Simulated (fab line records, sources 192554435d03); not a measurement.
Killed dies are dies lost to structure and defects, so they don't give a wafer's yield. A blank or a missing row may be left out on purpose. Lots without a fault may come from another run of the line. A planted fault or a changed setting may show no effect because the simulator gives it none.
fab line records | flow n5_finfet
record lots=7 wafers=39
route steps=1938 shown WELL_APT@32 DUMMY_GATE@228 SD_EPI_N@288 SD_ACTIVATION@330 HKMG_FIN@403
start_h: hours from the record's first day to the start of the lot's first wafer shown | wait_h: hours since the lot's step before | " the same as in the row above | L1.1+2: a row that stands for several wafers | - no value, or no start given | * or withheld: withheld | < > ~ a bound
route shown NAME@n: a module of which the file shows steps, and the number in the route of the first | usual: mean/standard deviation of fault-free wafers | same: alike in all rows | chamber/n: place in a boat | sites: the reading at each site | _std_site: their standard deviation | _edge_site: outer sites' mean less inner sites' | radius_mm: how far each site lies from the wafer's centre | mask NAME#n: copy n | behind: the tool/chamber that last shaped the wafer | hold: why the lot was held/for how many hours/how that ended | device: the transistor (n, p or np) that didn't switch | end of line: the same wafers' tests at the end of the route | a step without rows: its recipe alone | killed: dies lost to structure and defects at the first sort, not the wafer's yield | map: a wafer's dies, x killed, . not, _ none there
set.NAME: the setting as run; set.NAME@STEP: as run at that earlier step | model.NAME: the simulator's own value behind a step, which no gauge read
lots whose settings were changed on purpose; a table a step, a row a wafer
## steps
# step N5_WELL_APT_IMPLANT_14
# recipe species=P energy_kev=160 dose_cm2=1.5e+13 tilt_deg=0 rotation_deg=0
# columns lot.wafer tool chamber start_h wait_h set.energy_kev model.implant.rp_nm model.implant.drp_nm
L075.1+2+6 implanter-02 0 19.92 0.1 160 208.6 65.9
L075.3+4+5 " 0 " " 168.3 219.8 68.39
L078.1+3+5 implanter-02 0 38.45 0.1 160 205.3 65.9
L078.2+4+6 " 0 " " 167.3 215 68.09
L081.1+4+6 implanter-02 0 55.83 0.1 142.1 176.1 60.2
L081.2+3+5 " 0 " " 160 199.3 65.9
L084.1+2+5 implanter-02 0 74.04 0.1 160 208.2 65.9
L084.3+4+6 " 0 " " 169.3 220.6 68.69
L089.1+2+4 implanter-02 0 104.21 0.1 151.1 192.7 63.15
L089.3+5+6 " 0 " " 160 204.5 65.9
L093.1+3+6 implanter-01 0 127.81 0.1 160 198.6 65.9
L097.1+3+6 implanter-02 0 151.89 0.1 176 219.9 70.71
L097.2+4+5 " 0 " " 160 199.4 65.9
# step N5_DUMMY_GATE_EXPOSE_12
# recipe mask_id=GATE na=0.33 source_shape=annular sigma_inner=0.2 sigma_outer=0.6 polarization=unpolarized target_cd_nm=25 dose_mj=34
# columns lot.wafer tool chamber start_h wait_h mask set.dose_mj
L075.1+4+5 euv_scanner-02 0 52.88 - GATE#0 34
L075.2+3+6 " 0 " " GATE#0 35.43
L078.1+2+3+4+5+6 euv_scanner-01 0 71.01 - GATE#0 34
L081.1+3+5 euv_scanner-02 0 86.79 - GATE#0 34
L081.2+4+6 " 0 " " GATE#0 32.14
L084.1+2+3 euv_scanner-01 0 109.97 - GATE#0 34
L084.4+5+6 " 0 " " GATE#0 36.08
L089.1+5+6 euv_scanner-01 0 139.02 - GATE#0 32.7
L089.2+3+4 " 0 " " GATE#0 34
L093.1+3+6 euv_scanner-01 0 158.96 - GATE#0 34
L097.1+2+3+4+5+6 euv_scanner-01 0 184.90 - GATE#0 34
# step N5_DUMMY_GATE_PEB_13
# recipe peb_temp_c=100 peb_time_s=60 resist=CAR-EUV
# step N5_DUMMY_GATE_DEVELOP_14
# recipe develop_time_s=30 developer=TMAH resist=CAR-EUV rinse_liquid=surfactant_rinse dry=air_spin dev_temp_c=23
# step N5_DUMMY_GATE_CD_MEAS_15
# recipe target_cd_nm=25.8 landing_energy_ev=500 detector=se_inlens
# usual cd_nm=24.93/0.27
# columns lot.wafer tool chamber start_h wait_h set.dose_mj@DUMMY_GATE_EXPOSE_12 cd_nm
L075.1 cd_sem-03 0 53.00 - 34 25.00
L075.2 " 0 " " 35.43 23.95
L075.3 " 0 " " 35.43 24.10
L075.4 " 0 " " 34 24.64
L075.5 " 0 " " 34 25.02
L075.6 " 0 " " 35.43 24.43
L078.1 cd_sem-01 0 71.14 - 34 25.01
L078.2 " 0 " " 34 24.77
L078.3 " 0 " " 34 24.89
L078.4 " 0 " " 34 24.64
L078.5 " 0 " " 34 24.75
L078.6 " 0 " " 34 24.55
L081.1 cd_sem-02 0 86.92 - 34 24.98
L081.2 " 0 " " 32.14 26.19
L081.3 " 0 " " 34 24.71
L081.4 " 0 " " 32.14 26.05
L081.5 " 0 " " 34 24.85
L081.6 " 0 " " 32.14 26.01
L084.1 cd_sem-02 0 110.10 - 34 24.79
L084.2 " 0 " " 34 24.99
L084.3 " 0 " " 34 24.66
L084.4 " 0 " " 36.08 23.97
L084.5 " 0 " " 36.08 23.85
L084.6 " 0 " " 36.08 24.04
L089.1 cd_sem-03 0 139.15 - 32.7 25.63
L089.2 " 0 " " 34 24.91
L089.3 " 0 " " 34 24.49
L089.4 " 0 " " 34 24.62
L089.5 " 0 " " 32.7 25.48
L089.6 " 0 " " 32.7 25.19
L093.1 cd_sem-03 0 159.09 - 34 24.60
L093.3 " 0 " " 34 24.81
L093.6 " 0 " " 34 24.79
L097.1 cd_sem-02 0 185.02 - 34 24.63
L097.2 " 0 " " 34 24.55
L097.3 " 0 " " 34 25.05
L097.4 " 0 " " 34 24.76
L097.5 " 0 " " 34 24.95
L097.6 " 0 " " 34 24.77
# step N5_DUMMY_GATE_ETCH_37
# recipe chemistry=N2/H2 target=SOC target_depth_a=600 overetch_a=300 temp_c=40 ion_energy_ev=200 pressure_mtorr=30 source_w=840 bias_w=150 n2_flow_sccm=200 h2_flow_sccm=200
# usual rf_vpp_V=523.8/2.5
# columns lot.wafer tool chamber start_h wait_h set.source_w rf_vpp_V
L075.1 rie_diel-02 3 53.41 0.0 840 523.8
L075.2 " 1 " " 840 523.0
L075.3 " 0 " " 840 526.2
L075.4 " 2 " " 966.1 495.9
L075.5 " 3 " " 966.1 500.0
L075.6 " 2 " " 966.1 495.4
L078.1 rie_diel-04 2 71.41 0.0 779.7 534.4
L078.2 " 0 " " 779.7 541.6
L078.3 " 3 " " 840 520.3
L078.4 " 0 " " 779.7 539.8
L078.5 " 2 " " 840 521.1
L078.6 " 3 " " 840 522.7
L081.1 rie_diel-02 1 87.20 0.0 840 523.8
L081.2 " 2 " " 758 537.3
L081.3 " 3 " " 758 541.4
L081.4 " 0 " " 840 525.5
L081.5 " 2 " " 840 520.2
L081.6 " 1 " " 758 543.0
L084.1 rie_diel-04 3 110.70 0.0 840 522.2
L084.2 " 0 " " 840 525.5
L084.3 " 2 " " 840 521.1
L084.4 " 1 " " 840 526.0
L084.5 " 1 " " 840 525.4
L084.6 " 2 " " 840 520.1
L089.1 rie_diel-01 3 139.43 0.0 840 524.4
L089.2 " 1 " " 840 526.1
L089.3 " 0 " " 840 521.1
L089.4 " 2 " " 840 522.3
L089.5 " 3 " " 840 522.0
L089.6 " 2 " " 840 521.4
L093.1 rie_diel-04 1 159.39 0.0 840 527.1
L093.3 " 2 " " 840 522.1
L093.6 " 3 " " 840 522.1
L097.1 rie_diel-01 2 185.33 0.0 840 520.2
L097.2 " 0 " " 840 521.5
L097.3 " 3 " " 840 524.1
L097.4 " 1 " " 840 526.4
L097.5 " 3 " " 840 522.9
L097.6 " 2 " " 840 521.7
# step N5_SD_EPI_N_EPI_21
# recipe material=Si:P dopant=P temp_c=680 pressure_torr=255 time_s=690
# columns lot.wafer tool chamber start_h wait_h set.temp_c model.Si-P_of_SD_EPI_N_EPI_21.thk_nm
L075.1 epi_rpcvd-04 0 57.47 0.1 682.6 59
L075.2 " 0 " " 680 57.6
L075.3 " 0 " " 680 57.8
L075.4 " 0 " " 680 57.4
L075.5 " 0 " " 682.6 60.4
L075.6 " 0 " " 682.6 60
L078.1+6 epi_rpcvd-01 0 75.54 0.1 680 58.2
L078.2 " 0 " " 680 59.4
L078.3+4 " 0 " " 680 59
L078.5 " 0 " " 680 58.8
L081.1 epi_rpcvd-04 0 91.21 0.1 680 58.8
L081.2+3 " 0 " " 680 58.2
L081.4+6 " 0 " " 675.1 54.4
L081.5 " 0 " " 675.1 53.8
L084.1+6 epi_rpcvd-01 0 115.87 0.1 680 58.2
L084.2 " 0 " " 680 57.2
L084.3+5 " 0 " " 680 58.4
L084.4 " 0 " " 680 59
L089.1 epi_rpcvd-03 0 143.47 0.1 677.9 57
L089.2+6 " 0 " " 680 58.6
L089.3 " 0 " " 677.9 56.4
L089.4 " 0 " " 680 59
L089.5 " 0 " " 677.9 57.6
L093.1 epi_rpcvd-04 0 163.89 0.2 680 60.4
L093.3 " 0 " " 680 59.6
L093.6 " 0 165.75 1.9 680 60
L097.1+6 epi_rpcvd-03 0 189.36 0.1 684.2 63.4
L097.2 " 0 " " 680 59.4
L097.3 " 0 " " 680 59.8
L097.4 " 0 " " 680 59
L097.5 " 0 " " 684.2 63
# step N5_SD_EPI_N_PRECLEAN_24
# recipe chemistry=O3/DIW time_s=60 temp_c=22 o3_ppm=10
# columns lot.wafer tool chamber start_h wait_h set.temp_c@SD_EPI_N_EPI_21 model.Si-P_of_SD_EPI_N_EPI_21.thk_nm
L075.1 wet_bench-03 5 59.22 0.0 682.6 58.6
L075.2 " 7 " " 680 57.2
L075.3 " 0 " " 680 57.4
L075.4 " 6 " " 680 57
L075.5 " 4 " " 682.6 60
L075.6 " 3 " " 682.6 59.6
L078.1+6 wet_bench-02 2,4 77.30 0.0 680 57.8
L078.2 " 0 " " 680 59
L078.3+4 " 3,7 " " 680 58.6
L078.5 " 1 " " 680 58.4
L081.1 wet_bench-05 7 92.97 0.0 680 58.4
L081.2+3 " 6,3 " " 680 57.8
L081.4 " 5 " " 675.1 54.2
L081.5 " 2 " " 675.1 53.4
L081.6 " 4 " " 675.1 54
L084.1+6 wet_bench-05 1,5 117.62 0.0 680 57.8
L084.2 " 2 " " 680 56.8
L084.3+5 " 4,0 " " 680 58
L084.4 " 3 " " 680 58.6
L089.1 wet_bench-03 1 145.22 0.0 677.9 56.6
L089.2+6 " 6,7 " " 680 58.2
L089.3 " 0 " " 677.9 56.2
L089.4 " 5 " " 680 58.6
L089.5 " 2 " " 677.9 57.2
L093.1 wet_bench-03 3 166.51 0.3 680 60
L093.3 " 4 " " 680 59.2
L093.6 " 6 " " 680 59.6
L097.1+6 wet_bench-03 5,2 191.11 0.0 684.2 63
L097.2 " 1 " " 680 59
L097.3 " 4 " " 680 59.4
L097.4 " 3 " " 680 58.6
L097.5 " 6 " " 684.2 62.6
# step N5_SD_EPI_N_SRD_25
# recipe time_s=30 temp_c=23 rinse_liquid=diw dry=ipa_marangoni
# step N5_SD_EPI_N_PRECLEAN_49
# recipe chemistry=NF3:NH3 afs_cycles=1 temp_c=30 time_s=20 sublimation_temp_c=180 sublimation_time_s=60 pressure_torr=3 rf_power_w=30
# step N5_SD_ACTIVATION_RTA_00
# recipe temp_c=975 time_s=0 ambient=N2 idle_temp_c=600 ramp_up_c_per_s=150 ramp_down_c_per_s=60 cool_to_c=600
# step N5_SD_ACTIVATION_LSA_01
# recipe temp_c=1080 time_s=0.0008 ambient=N2
# step N5_SD_ACTIVATION_RS_MEAS_03
# recipe thk_meas_gauge=four-point-probe
# usual RS_SD_N=21.9/0.38 RS_SD_P=56.0/1.1
# columns lot.wafer tool chamber start_h wait_h set.temp_c@SD_EPI_N_EPI_21 RS_SD_N[ohm/sq] RS_SD_P[ohm/sq]
L075.1 film_metro-02 - 64.87 0.2 682.6 22.0 54.9
L075.2 " - " " 680 22.3 55.7
L075.3 " - " " 680 22.5 56.1
L075.4 " - " " 680 22.2 56.2
L075.5 " - " " 682.6 21.4 56.0
L075.6 " - " " 682.6 21.6 56.4
L078.1 film_metro-01 - 83.06 0.2 680 22.2 55.7
L078.2 " - " " 680 21.8 55.1
L078.3 " - " " 680 22.0 55.3
L078.4 " - " " 680 21.9 54.4
L078.5 " - " " 680 22.0 55.0
L078.6 " - " " 680 22.1 55.0
L081.1 film_metro-02 - 99.69 0.2 680 21.9 56.6
L081.2 " - " " 680 22.1 55.7
L081.3 " - " " 680 22.2 56.2
L081.4 " - " " 675.1 23.4 56.2
L081.5 " - " " 675.1 23.8 56.0
L081.6 " - " " 675.1 23.6 56.4
L084.1 film_metro-02 - 122.87 0.2 680 22.5 54.0
L084.2 " - " " 680 22.7 54.6
L084.3 " - " " 680 22.2 54.4
L084.4 " - " " 680 22.0 54.5
L084.5 " - " " 680 22.2 54.5
L084.6 " - " " 680 22.2 54.0
L089.1 film_metro-01 - 150.56 0.2 677.9 22.7 56.4
L089.2 " - " " 680 22.0 56.3
L089.3 " - " " 677.9 22.9 56.7
L089.4 " - " " 680 22.0 56.3
L089.5 " - " " 677.9 22.5 55.4
L089.6 " - " " 680 22.3 56.6
L093.1 film_metro-01 - 172.89 0.2 680 21.3 57.2
L093.3 " - " " 680 21.8 57.2
L093.6 " - " " 680 21.6 56.6
L097.1 film_metro-01 - 196.41 0.2 684.2 20.5 55.4
L097.2 " - " " 680 21.4 55.4
L097.3 " - " " 680 21.6 54.8
L097.4 " - " " 680 21.6 55.3
L097.5 " - " " 684.2 20.7 54.3
L097.6 " - " " 684.2 20.3 54.7
# step N5_HKMG_FIN_ETCH_55
# recipe chemistry=N2/H2 target=SOC target_depth_a=2400 temp_c=40 time_s=300 ion_energy_ev=200 mask_material=SiARC pressure_mtorr=30 source_w=840 bias_w=150 n2_flow_sccm=200 h2_flow_sccm=200
# columns lot.wafer tool chamber start_h wait_h set.time_s model.HKMG_FIN.feature_depth_nm model.etch.depth_nm model.SiARC_of_HKMG_FIN_COAT_42.thk_nm
L075.1 rie_diel-03 3 78.23 0.1 250.9 196.4 196.5 23.6
L075.2 " 1 " " 300 236.8 236.7 21.4
L075.3 " 1 " " 250.9 197.4 197.4 23.6
L075.4 " 3 " " 300 235.6 235.5 21.2
L075.5 " 3 " " 250.9 195.8 195.8 23.6
L075.6 " 1 " " 300 235 234.9 21.4
L078.1 rie_diel-05 2 96.43 0.0 300 249.4 249.5 21.2
L078.2 " 1 " " 355.5 283.8 283.8 18.4
L078.3 " 3 " " 355.5 264.6 264.6 20
L078.4 " 0 " " 300 244.6 244.7 21
L078.5 " 3 " " 355.5 262 261.9 20.2
L078.6 " 2 " " 300 246.2 246.3 21.4
L081.1 rie_diel-05 2 114.92 0.0 262.2 217 217.1 23
L081.2 " 3 " " 262.2 194.6 194.7 24
L081.3 " 1 " " 300 236.2 236.3 21.4
L081.4 " 0 " " 262.2 213.4 213.4 22.8
L081.5 " 3 " " 300 222.2 222.3 22.4
L081.6 " 0 " " 300 246 246.1 20.8
L084.1 rie_diel-06 0 137.06 0.0 300 247 246.9 21
L084.2 " 1 " " 300 224.4 224.5 22.2
L084.3 " 2 " " 241.6 190.4 190.4 24.2
L084.4 " 3 " " 241.6 185.8 185.8 24.4
L084.5 " 1 " " 241.6 181.6 181.5 24.6
L084.6 " 0 " " 300 247.4 247.3 21
L089.1 rie_diel-06 0 163.41 0.0 246.3 202.4 202.5 23.8
L089.2 " 2 " " 246.3 194.2 194.1 24.2
L089.3 " 1 " " 246.3 183.4 183.3 24.8
L089.4 " 3 " " 300 234.6 234.7 21.8
L089.5 " 1 " " 300 224 224 22.4
L089.6 " 2 " " 300 236 235.9 21.8
L093.1 rie_diel-06 3 187.20 0.0 300 232.4 232.5 21.8
L093.3 " 0 " " 300 247.2 247.3 21
L093.6 " 1 " " 300 224.4 224.3 22.2
L097.1 rie_diel-05 1 210.26 0.0 233.3 184.6 184.7 24.2
L097.2 " 3 " " 300 219.4 219.4 22.4
L097.3 " 2 " " 300 244.2 244.3 21.4
L097.4 " 0 " " 233.3 187.4 187.4 24.2
L097.5 " 3 " " 233.3 171.2 171.2 25.2
L097.6 " 2 " " 300 243.8 243.7 21.4
# step N5_HKMG_FIN_ETCH_31
# recipe chemistry=CF4 target=SiARC target_depth_a=455 mask_material=CAR-ArF time_s=75.8 ion_energy_ev=80 pressure_mtorr=40 source_w=545 bias_w=36 Ar_flow_sccm=100 cf4_flow_sccm=100 ends=cleared
# usual rf_vpp_V=184.1/0.96
# columns lot.wafer tool chamber start_h wait_h set.bias_w rf_vpp_V
L075.1 rie_diel-05 2 82.18 0.0 38.42 191.8
L075.2 " 3 " " 38.42 192.0
L075.3 " 0 " " 36 184.8
L075.4 " 3 " " 36 184.5
L075.5 " 0 " " 36 184.5
L075.6 " 2 " " 38.42 189.7
L078.1 rie_diel-03 1 99.91 0.0 38.22 191.5
L078.2 " 3 " " 36 183.6
L078.3 " 3 " " 36 185.0
L078.4 " 1 " " 38.22 189.5
L078.5 " 1 " " 38.22 190.0
L078.6 " 3 " " 36 185.7
L081.1 rie_diel-06 3 118.23 0.0 33.18 175.7
L081.2 " 2 " " 36 183.4
L081.3 " 1 " " 36 185.7
L081.4 " 0 " " 36 183.8
L081.5 " 2 " " 33.18 174.5
L081.6 " 3 " " 33.18 175.1
L084.1 rie_diel-05 1 140.27 0.0 36 185.5
L084.2 " 3 " " 36 183.8
L084.3 " 0 " " 36 183.7
L084.4 " 2 " " 36 184.4
L084.5 " 3 " " 36 184.4
L084.6 " 2 " " 36 185.2
L089.1 rie_diel-03 2 166.74 0.0 36 184.1
L089.2 " 3 " " 36 185.2
L089.3 " 1 " " 39.12 194.2
L089.4 " 3 " " 39.12 194.9
L089.5 " 1 " " 39.12 193.2
L089.6 " 2 " " 36 183.0
L093.1 rie_diel-06 0 190.68 0.0 36 185.4
L093.3 " 2 " " 36 185.0
L093.6 " 2 " " 36 183.1
L097.1 rie_diel-03 1 213.57 0.0 37.74 190.2
L097.2 " 2 " " 37.74 191.7
L097.3 " 0 " " 36 184.4
L097.4 " 2 " " 36 185.9
L097.5 " 0 " " 36 183.9
L097.6 " 1 " " 37.74 189.8
## key
split step=N5_WELL_APT_IMPLANT_14 setting=energy_kev stated=160 by=wafer
response step=N5_WELL_APT_IMPLANT_14 reading=model.implant.rp_nm change=+2.09 per=1% r=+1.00
response step=N5_WELL_APT_IMPLANT_14 reading=model.implant.drp_nm change=+0.493 per=1% r=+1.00
split step=N5_DUMMY_GATE_EXPOSE_12 setting=dose_mj stated=34 by=wafer
response step=N5_DUMMY_GATE_CD_MEAS_15 reading=cd_nm change=-0.181 per=1% r=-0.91
split step=N5_DUMMY_GATE_ETCH_37 setting=source_w stated=840 by=wafer
response step=N5_DUMMY_GATE_ETCH_37 reading=rf_vpp_V change=-1.89 per=1% r=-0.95
split step=N5_SD_EPI_N_EPI_21 setting=temp_c stated=680 by=wafer
response step=N5_SD_EPI_N_EPI_21 reading=model.Si-P_of_SD_EPI_N_EPI_21.thk_nm change=+5.95 per=1% r=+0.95
response step=N5_SD_EPI_N_PRECLEAN_24 reading=model.Si-P_of_SD_EPI_N_EPI_21.thk_nm change=+5.89 per=1% r=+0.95
response step=N5_SD_ACTIVATION_RS_MEAS_03 reading=RS_SD_N change=-1.9 per=1% r=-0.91
split step=N5_HKMG_FIN_ETCH_55 setting=time_s stated=300 by=wafer
response step=N5_HKMG_FIN_ETCH_55 reading=model.HKMG_FIN.feature_depth_nm change=+2.22 per=1% r=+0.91
response step=N5_HKMG_FIN_ETCH_55 reading=model.etch.depth_nm change=+2.22 per=1% r=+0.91
response step=N5_HKMG_FIN_ETCH_55 reading=model.SiARC_of_HKMG_FIN_COAT_42.thk_nm change=-0.128 per=1% r=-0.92
split step=N5_HKMG_FIN_ETCH_31 setting=bias_w stated=36 by=wafer
response step=N5_HKMG_FIN_ETCH_31 reading=rf_vpp_V change=+1.09 per=1% r=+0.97
